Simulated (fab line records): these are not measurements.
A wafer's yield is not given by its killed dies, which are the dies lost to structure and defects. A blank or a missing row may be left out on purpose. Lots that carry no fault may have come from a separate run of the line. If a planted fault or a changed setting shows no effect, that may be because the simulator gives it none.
The tool behind it: which one?    flow n5Finfet    29 wafers from 10 lots sampled at 4 of the route's 1938 steps

== WHAT THE GAUGES SHOWED, per wafer ==
N5_BEOL_M4_RC_MEAS_101.
lot   measured      on         DIBL_N (mV/V)   DIBL_P (mV/V)   IOFF_N (nA/um)     IOFF_P (nA/um)     IOFF_P_85C (nA/um)  IOFF_P_LIN (nA/um)  ION_N (uA/um)  ION_P (uA/um)  REXT_P (ohm.um)    SS_N (mV/dec)   SS_P (mV/dec)   VT_N (mV)          VT_P (mV)             VT_P_LVT (mV)
L688  day 9 03:50   prober-01  36.7 38.0 37.8  33.8 35.8 35.7  0.152 0.176 0.173  0.187 0.214 0.210  3.3 3.7 3.7         0.091 0.100 0.101   670 691 678    459 470 457    103.1 104.3 102.7  71.3 71.4 72.0  72.3 74.1 73.6  250.7 247.4 246.8  -252.1 -250.6 -251.4  -100.9 -99.1 -99.5
L691  day 9 21:47   prober-01  35.3 35.9 35.8  38.5 37.9 37.8  0.150 0.158 0.153  0.253 0.246 0.246  4.4 4.3 4.3         0.123 0.119 0.118   665 671 669    468 469 462    100.3 101.8 99.8   71.6 71.8 71.8  73.5 74.0 73.8  251.1 251.9 252.0  -244.9 -246.6 -245.0  -97.7 -97.6 -97.3
L692  day 10 00:44  prober-01  38.2 38.7 38.6  35.8 36.1 36.6  0.172 0.184 0.187  0.221 0.239 0.254  3.8 4.0 4.2         0.105 0.111 0.117   674 681 675    459 470 465    97.1 96.4 96.7     72.2 72.0 71.8  73.0 73.4 73.6  249.4 246.6 245.5  -249.3 -247.6 -248.3  -97.0 -96.4 -94.2
L694  day 10 18:33  prober-01  35.4 36.5 34.9  35.3 37.1 34.9  0.159 0.188 0.156  0.232 0.260 0.230  3.9 4.3 3.9         0.109 0.118 0.111   683 695 667    478 477 460    99.4 99.5 99.7     72.0 72.6 72.1  73.2 73.9 73.2  249.1 244.5 248.4  -247.9 -246.2 -246.7  -96.9 -96.2 -97.4
L695  day 11 01:11  prober-01  35.4 33.9 36.6  35.4 34.3 37.4  0.137 0.121 0.166  0.176 0.169 0.209  3.1 3.0 3.6         0.083 0.081 0.094   668 661 668    456 455 452    98.9 99.2 99.8     70.9 70.4 71.3  72.5 73.0 73.3  254.7 255.1 247.1  -254.9 -252.1 -252.9  -102.7 -102.3 -99.4
L696  day 11 04:34  prober-01  31.7 33.6 34.8  32.8 35.4 36.4  0.103 0.128 0.140  0.155 0.193 0.198  2.8 3.4 3.5         0.081 0.095 0.095   652 664 672    451 465 470    104.1 104.4 102.9  70.7 70.8 70.8  71.8 72.8 73.1  256.0 252.9 250.1  -251.5 -250.6 -249.8  -101.3 -97.6 -97.6
L697  day 11 03:19  prober-01  37.4 37.2 37.9  38.4 38.6 38.8  0.186 0.181 0.203  0.244 0.239 0.244  4.0 4.0 4.1         0.111 0.111 0.111   676 677 679    466 464 458    97.1 95.7 97.4     71.7 71.7 72.0  73.3 73.4 73.5  248.0 249.7 248.6  -251.3 -250.6 -246.8  -94.1 -95.0 -95.7
L699  day 12 05:47  prober-02  36.1 34.7 36.1  35.7 44.1 46.2  0.175 0.146 0.174  0.209 0.590 0.653  3.7 8.9 9.5         0.096 0.222 0.231   686 675 682    466 513 508    103.4 87.6 88.3    71.6 71.5 71.4  72.9 74.4 75.8  244.6 250.2 249.9  -251.3 -232.2 -232.7  -99.8 -82.4 -81.7
L703  day 13 00:23  prober-01  37.0 36.1       37.4 46.7       0.161 0.150        0.218 0.626        3.8 9.1             0.100 0.228         674 677        463 513        99.9 85.4          71.5 72.0       73.1 75.0       247.9 247.4        -252.6 -231.0         -96.5 -78.8
L706  day 13 15:23  prober-02  37.4 36.6 37.8  37.1 36.1 36.8  0.184 0.164 0.174  0.225 0.212 0.218  4.0 3.7 3.8         0.108 0.099 0.103   675 674 678    464 457 459    102.6 102.9 104.3  71.4 71.6 71.2  73.8 73.7 74.1  246.9 251.0 249.6  -250.5 -251.4 -249.9  -96.2 -96.5 -97.3

N5_BEOL_M5_THK_MEAS_01.
lot   measured      on            M5_ILD_THK (nm)
L688  day 9 04:55   filmMetro-01  120.9 123.2 122.0
L691  day 9 23:10   filmMetro-02  121.6 120.9 123.5
L692  day 10 02:16  filmMetro-02  120.6 120.0 121.8
L694  day 10 20:07  filmMetro-01  121.0 120.1 123.1
L695  day 11 02:44  filmMetro-02  120.9 121.6 123.1
L696  day 11 05:47  filmMetro-02  120.1 121.7 121.4
L697  day 11 04:52  filmMetro-01  121.6 120.7 119.1
L699  day 12 07:20  filmMetro-01  119.9 120.1 120.8
L703  day 13 02:04  filmMetro-02  121.6 122.4
L706  day 13 16:38  filmMetro-01  120.9 121.4 122.9

== EACH LOT AND THE TOOL THAT RAN IT (in order: tool; ch and the chambers of the sampled wafers; start) ==
lot   N5_SD_EPI_P_VAPOR_ETCH_44      N5_BEOL_M5_ILD_DEP_00
L688  epiRpcvd-02 ch 0, day 4 14:14  pecvd-03 ch 0,1,2, day 9 04:21
L691  epiRpcvd-04 ch 0, day 5 06:05  pecvd-04 ch 0,1, day 9 22:36
L692  epiRpcvd-04 ch 0, day 5 12:45  pecvd-03 ch 0,1,2, day 10 01:42
L694  epiRpcvd-01 ch 0, day 6 01:49  pecvd-04 ch 0,1,2, day 10 19:31
L695  epiRpcvd-04 ch 0, day 6 06:41  pecvd-04 ch 0,2, day 11 02:10
L696  epiRpcvd-04 ch 0, day 6 13:44  pecvd-03 ch 0,1,2, day 11 05:13
L697  epiRpcvd-04 ch 0, day 6 19:10  pecvd-04 ch 0,1,2, day 11 04:18
L699  epiRpcvd-04 ch 0, day 7 07:00  pecvd-04 ch 0,1,2, day 12 06:46
L703  epiRpcvd-04 ch 0, day 8 05:34  pecvd-04 ch 0,2, day 13 01:20
L706  epiRpcvd-02 ch 0, day 9 02:40  pecvd-04 ch 0,1,2, day 13 16:03
- N5_SD_EPI_P_VAPOR_ETCH_44: etches SiGe30 in NF3/Ar, time 3.3 s.
- N5_BEOL_M5_ILD_DEP_00: deposits SiCOH lowk from DEMS/porogen, target thk 140.64 nm, time 25.9 s.

== AS READ BY THE TOOLS THEMSELVES (means over the sampled wafers that have a number; for cases with no such wafer, the mark the record gives instead) ==
N5_BEOL_M5_ILD_DEP_00.
lot   tool      heaterPowerW (W)  showerheadPlenumPTorr (Torr)  throttleValvePct (%)
L688  pecvd-03  302               5.745                         13.7
L691  pecvd-04  271               5.719                         14.7
L692  pecvd-03  294               5.749                         13.8
L694  pecvd-04  255               5.744                         14.4
L695  pecvd-04  289               5.761                         14.1
L696  pecvd-03  264               5.746                         13.8
L697  pecvd-04  277               5.743                         14.4
L699  pecvd-04  286               5.726                         14.6
L703  pecvd-04  263               5.751                         14.1
L706  pecvd-04  273               5.741                         14.4

== THE ANSWER, worked out from the rows above alone ==
Rule: the usual values come from the lots themselves. Put in order of their means at a reading, lots are off if they are a third of the lots or fewer, leave a main group of 4 or more, and stand apart from it by a gap of 3 or more times the standard deviation of the main group's means; of several such gaps the widest counts. A main group is skipped when, at the precision printed for the reading in the tables above, its means are all equal. Also off: a lot with no number at a reading for which 4 or more lots have one. The other lots that the step has rows for count as sound. First the gauges in route order, then the tools' own readings, where a lot's mean is used as printed above. At the first step where some lot is off, the reading lying furthest off is the one used; lots without a number count as furthest.
Off: at N5_BEOL_M4_RC_MEAS_101 (IOFF_P), L699, L703. For the main group the mean is 0.220 nA/um and the standard deviation 0.025.
If a tool, at a process step before that reading, ran all the lots that are off and no sound lot after the first of them, it fits. The gauges at N5_BEOL_M4_RC_MEAS_101 are tried like those tools. One fits: epiRpcvd-04 at N5_SD_EPI_P_VAPOR_ETCH_44. Its last sound lot is L697 (day 6 19:10), its first lot that is off L699 (day 7 07:00): a fault that began between those two fits.

== WHAT WAS PUT IN BY THE SIMULATOR ==
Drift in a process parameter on epiRpcvd-04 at N5_SD_EPI_P_VAPOR_ETCH_44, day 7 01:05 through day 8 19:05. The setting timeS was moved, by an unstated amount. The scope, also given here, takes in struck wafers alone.
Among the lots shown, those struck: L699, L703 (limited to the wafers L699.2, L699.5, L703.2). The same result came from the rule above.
